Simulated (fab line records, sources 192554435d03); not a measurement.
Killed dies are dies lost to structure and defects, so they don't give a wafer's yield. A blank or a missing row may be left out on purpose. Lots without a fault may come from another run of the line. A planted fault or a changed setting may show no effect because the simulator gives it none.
A struck lot beside a sound one | flow n5_finfet | 37 steps out of a route of 1938
Sound: wafers L872.4, L872.5, L872.6. Struck: wafers L891.3, L891.5, L891.6. The cause comes at the end.
At each step with rows: each side's tool, then ch and its chambers, then its first start. Under that, the readings that differ: sound wafers | struck wafers | difference of the means | sigmas: that difference in standard deviations of wafers without a fault.
alike: readings whose means differ by less than 2 such deviations, and words and numbers that are the same on both sides. not compared: withheld readings, readings that some wafer has no value for, bounds like >300 that may hide the same value, and numbers for which the record gives no deviation and whose values overlap.
The two part at a step that has a row with sigmas, a row that says differs or no value, or rows on one side only. Numbers that don't overlap but have no deviation are shown without sigmas and don't part them. A reading that every wafer of one side lacks parts them only if that side has two wafers or more.

first, 9 steps without rows for these wafers: N5_SD_EPI_N_SOFTBAKE_04 (time 60 s); N5_SD_EPI_N_EXPOSE_06 (exposes mask SD N BLK, target cd 120 nm); N5_SD_EPI_N_PEB_07 (peb time 60 s); N5_SD_EPI_N_DEVELOP_08 (develop time 30 s); N5_SD_EPI_N_DESCUM_14 (chemistry O2, time 7.9 s); N5_SD_EPI_N_ETCH_34 (etches SiARC in CF4, target depth 45.5 nm, time 75.8 s); N5_SD_EPI_N_ETCH_35 (etches SOC in N2/H2, overetch 108 nm, time 486 s); N5_SD_EPI_N_STRIP_36 (strips in N2/H2); N5_SD_EPI_N_ETCHBACK_44 (etches SiNx in CH3F/O2, stops on SiO2, target depth 14.5 nm).
N5_SD_EPI_N_ETCH_45: etches SiOCN in CH3F/O2, target depth 6 nm.
  sound on rie_diel-06 ch 0,3, day 3 02:09; struck on rie_diel-01 ch 0,1, day 7 19:53
  reading                     | sound       | struck      | difference | sigmas
  drypump_motor_current_A (A) | 6.8 6.8 5.5 | 4.9 4.9 5.3 | -1.3       | -3
  alike: oes_product_au, rf_vpp_V, showerhead_plenum_p_Torr, throttle_valve_pct
  not compared: rf_hours_counter_h
then, 14 steps without rows for these wafers: N5_SD_EPI_N_ETCH_16 (etches SiO2 in CHF3/O2, target depth 5 nm); N5_SD_EPI_N_STRIP_47 (strips in CHF3/O2); N5_SD_EPI_N_SD_RECESS_17 (chemistry HBr/Cl2/O2, target depth 41 nm, time 23.7 s, bt time 3 s); N5_SD_EPI_N_STRIP_38 (strips in N2/H2); N5_SD_EPI_N_WET_ETCH_43 (etches SiO2 in dHF, time 14 s, target depth 1.5 nm); N5_SD_EPI_N_STRIP_18 (strips in SPM, time 750 s); N5_SD_EPI_N_SRD_20 (time 30 s); N5_SD_EPI_N_PRECLEAN_48 (cleans in NF3:NH3, afs cycles 2, time 20 s, sublimation time 60 s); N5_SD_EPI_N_VAPOR_ETCH_50 (etches Si in HCl, time 54 s); N5_SD_EPI_N_EPI_21 (deposits Si:P, time 690 s); N5_SD_EPI_N_PRECLEAN_24 (cleans in O3/DIW, time 60 s); N5_SD_EPI_N_SRD_25 (time 30 s); N5_SD_EPI_N_PRECLEAN_49 (cleans in NF3:NH3, afs cycles 1, time 20 s, sublimation time 60 s); N5_SD_EPI_N_LINER_46 (material SiNx, target thk 3 nm).
N5_SD_EPI_N_INSPECT_26: inspects for defects (darkfield).
  sound on defect_inspect-01, day 3 06:41; struck on defect_inspect-02, day 8 00:05
  reading          | sound       | struck         | difference | sigmas
  raw_defect_count | 165 155 152 | 1463 1620 1540 | +1384      | +41
then, 8 steps without rows for these wafers: N5_SD_EPI_P_COAT_34 (time 60 s, resist thk 350 nm); N5_SD_EPI_P_COAT_35 (time 60 s, resist thk 35 nm); N5_SD_EPI_P_COAT_03 (resist thk 150 nm); N5_SD_EPI_P_EBR_05; N5_SD_EPI_P_SOFTBAKE_04 (time 60 s); N5_SD_EPI_P_EXPOSE_06 (exposes mask SD P BLK, target cd 240 nm); N5_SD_EPI_P_PEB_07 (peb time 60 s); N5_SD_EPI_P_DEVELOP_08 (develop time 30 s).
N5_SD_EPI_P_INSPECT_11: inspects for defects (macro).
  sound on defect_inspect-01, day 3 07:08; struck on defect_inspect-01, day 8 00:32
  reading          | sound | struck         | difference | sigmas
  raw_defect_count | 0 1 3 | >300 >300 >300 | differs    |
then, 1 step without rows for these wafers: N5_SD_EPI_P_DESCUM_14 (chemistry O2, time 7.9 s).
-- the record jumps here: 5 days lie between the struck wafers' starts before and after (it left off in module SD_EPI_P and takes up again in module BEOL_M4, whose first step shown is number 1111 of the route) --
N5_BEOL_M4_RC_MEAS_101:
  sound on prober-02 ch 0, day 8 00:20; struck on prober-01 ch 0, day 12 16:44
  alike: DIBL_N, DIBL_P, IOFF_N, IOFF_P, ION_N, ION_P, SS_N, SS_P, VT_N, VT_P
-- the record jumps here: 5 days lie between the struck wafers' starts before and after (it left off in module BEOL_M4 and takes up again in module PASSIVATION, whose first step shown is number 1936 of the route) --
N5_PASSIVATION_PROBE_49:
  sound on prober-02, day 12 09:16; struck on prober-02, day 17 08:29
  reading                  | sound          | struck         | difference | sigmas
  defect_limited_yield (%) | 93.8 91.9 93.0 | 77.8 79.5 81.4 | -13.3      | -10
  killed_at_front_end      | 29 32 29       | 193 184 164    | +150       | +13
  killed_dies              | 73 96 83       | 262 242 219    | +157       | +10
  killed_on_rim            | 11 11 10       | 24 32 25       | +16        | +4
  sort_bin_5_function (%)  | 3.2 5.6 4.2    | 13.1 12.4 10.5 | +7.7       | +8
  sort_bin_6_memory (%)    | 2.8 2.4 2.7    | 4.7 3.9 3.6    | +1.4       | +2
  sort_n_pass              | 1107 1084 1097 | 918 938 961    | -157       | -10
  sort_yield_pct (%)       | 93.8 91.9 93.0 | 77.8 79.5 81.4 | -13.3      | -10
  alike: killed_at_M0_to_M3, killed_at_M4_up, killed_at_contacts, killed_at_other, killed_open, killed_short

WHERE THEY PART
First at N5_SD_EPI_N_ETCH_45; last, within this record, at N5_PASSIVATION_PROBE_49.

WHY: what the simulator had put in
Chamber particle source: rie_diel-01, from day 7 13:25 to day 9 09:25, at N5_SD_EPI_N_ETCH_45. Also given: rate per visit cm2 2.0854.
